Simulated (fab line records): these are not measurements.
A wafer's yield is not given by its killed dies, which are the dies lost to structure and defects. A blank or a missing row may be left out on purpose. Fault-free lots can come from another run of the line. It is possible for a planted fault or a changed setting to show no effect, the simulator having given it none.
Which tool was responsible? -- flow nandHarc -- 22 lots, 66 wafers sampled, at 2 steps of a route of 1302

WHAT THE GAUGES SHOWED, per wafer
NHARC_A_CONTACT_CD_MEAS_53. Usual: cdNm reads 289.6 nm (standard deviation 0.79).
lot,measured,on,cdNm (nm),flag
L076,day 22 00:32,cdSem-01,290.4 289.7 289.5,
L075,day 22 04:29,cdSem-02,288.9 288.7 288.4,
L074,day 22 05:55,cdSem-03,289.1 290.0 289.4,
L077,day 22 23:10,cdSem-02,288.4 289.0 289.5,
L078,day 22 23:26,cdSem-03,290.2 289.5 290.4,
L080,day 23 11:37,cdSem-01,288.6 289.7 288.6,
L079,day 23 13:40,cdSem-01,289.8 289.5 290.0,
L084,day 25 07:22,cdSem-02,291.5 290.3 290.3,
L082,day 25 08:40,cdSem-02,289.1 290.0 290.0,
L083,day 25 11:06,cdSem-01,290.8 289.9 289.6,
L085,day 26 08:50,cdSem-01,290.0 291.0 290.3,
L086,day 26 12:18,cdSem-02,290.0 289.2 289.8,
L087,day 26 13:06,cdSem-02,288.2 288.4 288.6,
L088,day 27 07:43,cdSem-03,290.1 289.7 289.9,
L089,day 27 08:05,cdSem-03,289.5 289.6 290.2,
L090,day 28 18:18,cdSem-03,291.7 290.4 290.4,
L091,day 29 04:17,cdSem-03,288.8 288.6 288.9,
L093,day 29 12:05,cdSem-02,290.1 290.1 290.1,
L094,day 29 12:13,cdSem-03,289.5 289.6 290.2,
L092,day 29 15:11,cdSem-01,289.4 289.6 289.7,
L095,day 30 12:01,cdSem-02,290.1 289.3 289.9,
L096,day 30 12:52,cdSem-02,289.5 290.7 289.0,

WHAT TOOL EACH LOT RAN ON (gives the tool, then ch and the chambers of the sampled wafers, and finally the start)
lot,NHARC_A_CONTACT_ETCH_50
L076,"rieDiel-11 ch 0,2, day 22 00:32 or earlier"
L075,"rieDiel-02 ch 0,2,3, day 22 04:29 or earlier"
L074,"rieDiel-02 ch 0,1,2, day 22 05:55 or earlier"
L077,"rieDiel-11 ch 1,2, day 22 23:10 or earlier"
L078,"rieDiel-02 ch 1,2, day 22 23:26 or earlier"
L080,"rieDiel-09 ch 0,1,3, day 23 11:37 or earlier"
L079,"rieDiel-11 ch 1,3, day 23 13:40 or earlier"
L084,"rieDiel-11 ch 1,2,3, day 25 07:22 or earlier"
L082,"rieDiel-09 ch 0,2, day 25 08:40 or earlier"
L083,"rieDiel-11 ch 1,2,3, day 25 11:06 or earlier"
L085,"rieDiel-11 ch 1,3, day 26 08:50 or earlier"
L086,"rieDiel-11 ch 0,1,2, day 26 12:18 or earlier"
L087,"rieDiel-02 ch 1,2,3, day 26 13:06 or earlier"
L088,"rieDiel-02 ch 0,1,3, day 27 07:43 or earlier"
L089,"rieDiel-09 ch 0,2,3, day 27 08:05 or earlier"
L090,"rieDiel-11 ch 2,3, day 28 18:18 or earlier"
L091,"rieDiel-11 ch 1,2,3, day 29 04:17 or earlier"
L093,"rieDiel-02 ch 1,2,3, day 29 12:05 or earlier"
L094,"rieDiel-11 ch 0,1,2, day 29 12:13 or earlier"
L092,"rieDiel-11 ch 0,1,3, day 29 15:11 or earlier"
L095,"rieDiel-11 ch 0,1, day 30 12:01 or earlier"
L096,"rieDiel-11 ch 0,2,3, day 30 12:52 or earlier"
- NHARC_A_CONTACT_ETCH_50: etches the open film in CF4/CHF3, target depth 121 nm, time 60.5 s.

AS READ BY THE TOOLS THEMSELVES (means over the sampled wafers that have a number; for cases with no such wafer, the mark the record gives instead)
NHARC_A_CONTACT_ETCH_50. Usual: for cf4FlowSccm, 100.0 sccm with a standard deviation of 0.32; for chamberPressureMTorr, 25.003 mTorr with a standard deviation of 0.024; for drypumpMotorCurrentA, 5.6 A with a standard deviation of 0.46; for oesProductAu, 0.945 a.u. with a standard deviation of 0.023; for rfVppV, 372.3 V with a standard deviation of 2.2; for showerheadPlenumPTorr, 1.63 Torr with a standard deviation of 0.059; for throttleValvePct, 16.802 % with a standard deviation of 0.0093.
lot,tool,cf4FlowSccm (sccm),chamberPressureMTorr (mTorr),drypumpMotorCurrentA (A),oesProductAu (a.u.),rfVppV (V),showerheadPlenumPTorr (Torr),throttleValvePct (%),flag
L076,rieDiel-11,99.8,25.005,5.5,0.961,371.6,1.61,16.798,
L075,rieDiel-02,100.1,25.021,5.8,0.924,370.3,1.59,16.800,
L074,rieDiel-02,100.1,24.963,6.2,0.926,371.8,1.62,16.801,
L077,rieDiel-11,100.3,25.023,5.7,0.961,374.0,1.67,16.799,
L078,rieDiel-02,100.0,24.991,6.1,0.925,371.3,1.59,16.801,
L080,rieDiel-09,100.0,25.013,5.7,0.959,370.7,1.59,16.807,
L079,rieDiel-11,99.9,25.012,5.7,0.971,374.4,1.70,16.800,
L084,rieDiel-11,99.8,25.009,5.7,0.964,373.9,1.67,16.808,
L082,rieDiel-09,99.8,24.990,5.4,0.913,374.4,1.68,16.794,
L083,rieDiel-11,100.1,25.000,5.7,0.974,373.5,1.67,16.800,
L085,rieDiel-11,99.7,25.017,5.8,0.919,374.7,1.69,16.806,
L086,rieDiel-11,100.1,25.003,5.7,0.915,372.8,1.64,16.796,
L087,rieDiel-02,99.9,24.989,5.6,0.969,370.6,1.56,16.806,
L088,rieDiel-02,100.1,25.006,6.0,0.943,370.1,1.58,16.796,
L089,rieDiel-09,99.7,24.996,5.3,0.921,373.3,1.63,16.802,
L090,rieDiel-11,100.0,24.988,5.8,0.978,374.1,1.66,16.798,
L091,rieDiel-11,99.9,25.003,5.7,0.937,373.3,1.66,16.808,
L093,rieDiel-02,99.9,24.992,5.6,0.922,370.4,1.55,16.803,
L094,rieDiel-11,100.1,24.994,5.6,0.941,372.4,1.64,16.802,
L092,rieDiel-11,100.2,25.021,5.6,0.951,374.6,1.66,16.796,
L095,rieDiel-11,99.9,25.023,5.7,0.960,372.9,1.66,16.812,
L096,rieDiel-11,100.1,24.984,5.7,0.954,372.5,1.63,16.809,

THE ANSWER, worked out from the rows above alone
Rule: lot off if the mean of its wafers having a number is beyond 3 standard deviations from the usual mean. A lot without any number at a reading at which 4 lots or more have one is off too. Where the step has rows for the other lots, those lots are counted as sound. After the gauges, taken in route order, come the tools' own readings; for these a lot's mean is taken, as printed above. The first step at which some lot is off is used, and at that step the reading that is off furthest; a lot without a number counts as furthest.
No lot is off at any reading shown: from this, nothing can be told.

WHAT THE SIMULATOR PUT IN
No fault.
